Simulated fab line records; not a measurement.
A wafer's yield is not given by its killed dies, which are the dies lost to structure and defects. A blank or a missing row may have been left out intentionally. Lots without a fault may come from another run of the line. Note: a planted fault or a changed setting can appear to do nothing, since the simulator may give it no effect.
What tool caused it? -- flow nand harc -- 12 lots, 36 wafers sampled, at 6 steps of a route of 1302

WHAT THE GAUGES SHOWED, per wafer
NHARC_A_CHANNEL_HOLE_D2_INSPECT_40. Usual: raw defect count 269, standard deviation 69.
lot,measured,on,raw defect count,flag
L623,day 14 11:55,defect inspect-01,333 292 219,
L625,day 14 12:54,defect inspect-01,448 307 274,
L624,day 14 16:06,defect inspect-02,250 347 183,
L626,day 15 08:11,defect inspect-02,231 284 283,
L627,day 16 04:02,defect inspect-02,246 405 223,
L631,day 17 16:33,defect inspect-02,307 269 406,
L633,day 18 10:58,defect inspect-02,394 343 241,
L634,day 18 11:01,defect inspect-01,170 278 220,
L636,day 19 11:41,defect inspect-02,306 354 286,
L641,day 20 23:53,defect inspect-02,356 351 280,
L643,day 22 11:50,defect inspect-02,223 585 269,
L645,day 22 18:22,defect inspect-01,228 234 336,

NHARC_END_SORT_01. Usual: killed at array 57, standard deviation 24; killed at other 0.7, standard deviation 0.94; killed at periphery 3.8, standard deviation 2.5; killed dies 62, standard deviation 23; killed open 3.1, standard deviation 1.8; killed short 2.5, standard deviation 1.6.
lot,measured,on,killed at array,killed at other,killed at periphery,killed dies,killed open,killed short,flag
L643,day 33 08:40,prober-02,40 102 35,0 0 0,8 7 9,48 109 44,4 0 2,2 2 0,

WHICH TOOL RAN EACH LOT (tool, then ch and the chambers of the sampled wafers, then the start)
lot,NHARC_A_CHANNEL_HOLE_D2_ETCH_23,NHARC_A_CHANNEL_HOLE_D2_ETCH_27,NHARC_A_CHANNEL_HOLE_D2_PRECLEAN_29,NHARC_A_CHANNEL_FILL_D2_ALD_03
L623,"har etch-01 ch 0,1, day 14 07:53","har etch-01 ch 0,1, day 14 10:15","wet bench-01 ch 3,4,5, day 14 11:36","ald sin batch-02 ch 0, no start"
L625,"har etch-02 ch 0,1, day 14 08:38","har etch-02 ch 0,1, day 14 11:10","wet bench-02 ch 0,3,4, day 14 12:34","ald sin batch-02 ch 0, no start"
L624,"har etch-01 ch 0,1, day 14 11:49","har etch-01 ch 0,1, day 14 14:22","wet bench-02 ch 0,2,5, day 14 15:46","ald sin batch-01 ch 0, no start"
L626,"har etch-02 ch 1, day 15 01:14","har etch-02 ch 1, day 15 06:11","wet bench-01 ch 2,4,7, day 15 07:52","ald sin batch-03 ch 0, no start"
L627,"har etch-02 ch 0,1, day 15 23:46","har etch-02 ch 0,1, day 16 02:18","wet bench-05 ch 0,2,6, day 16 03:43","ald sin batch-01 ch 0, no start"
L631,"har etch-02 ch 0,1, day 17 12:17","har etch-02 ch 0,1, day 17 14:49","wet bench-01 ch 2,4,5, day 17 16:13","ald sin batch-01 ch 0, no start"
L633,"har etch-01 ch 0,1, day 18 06:41","har etch-01 ch 0,1, day 18 09:13","wet bench-05 ch 4,5,6, day 18 10:39","ald sin batch-02 ch 0, no start"
L634,"har etch-02 ch 0, day 18 06:51","har etch-02 ch 0, day 18 09:19","wet bench-02 ch 1,3,6, day 18 10:40","ald sin batch-02 ch 0, no start"
L636,"har etch-01 ch 0,1, day 19 07:25","har etch-01 ch 0,1, day 19 09:58","wet bench-02 ch 1,2,3, day 19 11:22","ald sin batch-03 ch 0, no start"
L641,"har etch-01 ch 0,1, day 20 19:44","har etch-01 ch 0,1, day 20 22:11","wet bench-01 ch 0,2,4, day 20 23:34","ald sin batch-02 ch 0, no start"
L643,"har etch-02 ch 1, day 21 19:53","har etch-02 ch 1, day 22 10:07","wet bench-01 ch 0,4,5, day 22 11:31","ald sin batch-03 ch 0, day 33 08:40 or earlier"
L645,"har etch-01 ch 0,1, day 22 14:05","har etch-01 ch 0,1, day 22 16:38","wet bench-02 ch 0,3,6, day 22 18:03","ald sin batch-02 ch 0, no start"
- NHARC_A_CHANNEL_HOLE_D2_ETCH_23: etches the open film in C4F8/O2/Ar, time 819 s, target depth 1600 nm.
- NHARC_A_CHANNEL_HOLE_D2_ETCH_27: etches the open film in C4F8/O2/Ar, time 90 s, target depth 400 nm.
- NHARC_A_CHANNEL_HOLE_D2_PRECLEAN_29: cleans in SC1.
- NHARC_A_CHANNEL_FILL_D2_ALD_03: deposits SiNx, target thk 6 nm, pulse time 60 s, ald cycles 58.

AS READ BY THE TOOLS THEMSELVES (means over the sampled wafers that have a number; for cases with no such wafer, the mark the record gives instead)
NHARC_A_CHANNEL_HOLE_D2_ETCH_23. Usual: drypump motor current A 6.0 A, standard deviation 0.59; showerhead plenum p Torr 3.72 Torr, standard deviation 0.13; throttle valve pct 32.154 %, standard deviation 0.0093.
lot,tool,drypump motor current A (A),showerhead plenum p Torr (Torr),throttle valve pct (%),flag
L623,har etch-01,6.4,3.69,32.158,
L625,har etch-02,5.9,3.57,32.166,
L624,har etch-01,6.1,3.69,32.149,
L626,har etch-02,6.2,3.56,32.162,
L627,har etch-02,5.5,3.58,32.148,
L631,har etch-02,5.9,3.93,32.162,
L633,har etch-01,6.1,3.66,32.158,
L634,har etch-02,5.2,3.93,32.149,
L636,har etch-01,6.1,3.65,32.145,
L641,har etch-01,6.5,3.64,32.161,
L643,har etch-02,6.2,3.90,32.143,
L645,har etch-01,6.4,3.62,32.147,

NHARC_A_CHANNEL_HOLE_D2_ETCH_27. Usual: drypump motor current A 6.0 A, standard deviation 0.59; showerhead plenum p Torr 3.76 Torr, standard deviation 0.14; throttle valve pct 27.619 %, standard deviation 0.0092.
lot,tool,drypump motor current A (A),showerhead plenum p Torr (Torr),throttle valve pct (%),flag
L623,har etch-01,6.4,3.73,27.626,
L625,har etch-02,5.9,3.61,27.619,
L624,har etch-01,6.1,3.73,27.623,
L626,har etch-02,6.2,3.59,27.619,
L627,har etch-02,5.5,3.61,27.620,
L631,har etch-02,5.9,3.98,27.616,
L633,har etch-01,6.1,3.69,27.629,
L634,har etch-02,5.2,3.97,27.623,
L636,har etch-01,6.1,3.69,27.621,
L641,har etch-01,6.4,3.67,27.623,
L643,har etch-02,6.2,3.94,27.623,
L645,har etch-01,6.4,3.66,27.619,

NHARC_A_CHANNEL_HOLE_D2_PRECLEAN_29. Usual: nh4oh flow mL min 28.30, standard deviation 0.095.
lot,tool,nh4oh flow mL min,flag
L623,wet bench-01,28.33,
L625,wet bench-02,28.32,
L624,wet bench-02,28.36,
L626,wet bench-01,28.37,
L627,wet bench-05,28.21,
L631,wet bench-01,28.30,
L633,wet bench-05,28.27,
L634,wet bench-02,28.35,
L636,wet bench-02,28.32,
L641,wet bench-01,28.30,
L643,wet bench-01,28.34,
L645,wet bench-02,28.27,

NHARC_A_CHANNEL_FILL_D2_ALD_03. Usual: precursor pulse height rel 1.000, standard deviation 0.021.
lot,tool,precursor pulse height rel,flag
L623,ald sin batch-02,0.995,
L625,ald sin batch-02,1.019,
L624,ald sin batch-01,0.996,
L626,ald sin batch-03,1.000,
L627,ald sin batch-01,1.018,
L631,ald sin batch-01,1.003,
L633,ald sin batch-02,1.008,
L634,ald sin batch-02,1.000,
L636,ald sin batch-03,0.988,
L641,ald sin batch-02,0.997,
L643,ald sin batch-03,0.985,
L645,ald sin batch-02,1.014,

THE ANSWER, worked out from the rows above alone
Rule: a lot is off if the mean of its wafers that have a number lies more than 3 standard deviations from the usual mean. A lot without any number at a reading at which 4 lots or more have one is off too. All remaining lots with rows at the step are treated as sound. Order of review: gauges by route order, followed by the tools' own readings, for which a lot's mean as printed above is used. At the first step where some lot is off, the reading lying furthest off is the one used; lots without a number count as furthest.
No lot is off on any of the readings shown, so nothing can be concluded from this.

WHAT HAD BEEN PUT IN BY THE SIMULATOR
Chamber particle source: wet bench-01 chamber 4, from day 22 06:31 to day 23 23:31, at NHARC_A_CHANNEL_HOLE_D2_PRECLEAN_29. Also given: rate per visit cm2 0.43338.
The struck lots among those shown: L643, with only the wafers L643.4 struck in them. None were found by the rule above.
